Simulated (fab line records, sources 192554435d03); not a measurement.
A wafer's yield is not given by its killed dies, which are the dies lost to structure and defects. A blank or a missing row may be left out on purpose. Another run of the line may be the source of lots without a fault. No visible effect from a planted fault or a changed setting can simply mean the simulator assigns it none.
Matching of chambers    flow n5 finfet    rie diel-04 running N5_GATE_CUT_ETCH_37: 4 sister chambers
The step etches SOC in N2/H2, target depth 60 nm, overetch 12 nm, time 90 s. 4 wafers are shown with their chamber, then 9 later ones without.

== WAFERS, EACH WITH ITS CHAMBER ==
wafer   chamber  showerhead plenum p Torr (Torr)
L080.1  3        2.56
L080.5  0        2.51
L090.1  1        2.62
L090.6  2        2.46

== WAFERS WITHOUT THEIR CHAMBER ==
wafer   showerhead plenum p Torr (Torr)
L095.2  2.62
L095.5  2.50
L095.6  2.62
L096.1  2.46
L096.2  2.50
L096.3  2.62
L097.1  2.50
L097.2  2.55
L097.4  2.45

== CHAMBER TAKEN BY EACH ==
wafer   from the rows above  in truth
L095.2  1                    1
L095.5  0                    0
L095.6  1                    1
L096.1  2                    2
L096.2  0                    0
L096.3  1                    1
L097.1  0                    0
L097.2  3                    3
L097.4  2                    2
Correctly placed: 9 of 9. Not placeable from these rows: 0. Number placed wrongly: 0.
How it was worked out, from the rows above alone: a wafer's distance from a chamber is the root of the sum, over the readings, of the square of ((its reading less the chamber's mean) divided by the reading's scatter). If the next closest chamber is less than 2 further off than the closest, the wafer can't be placed; otherwise it belongs to the closest. Each chamber's mean is taken over the wafers shown for it. The scatter: root of mean squared gap, hidden wafer to nearest shown wafer, with one shown wafer a chamber.
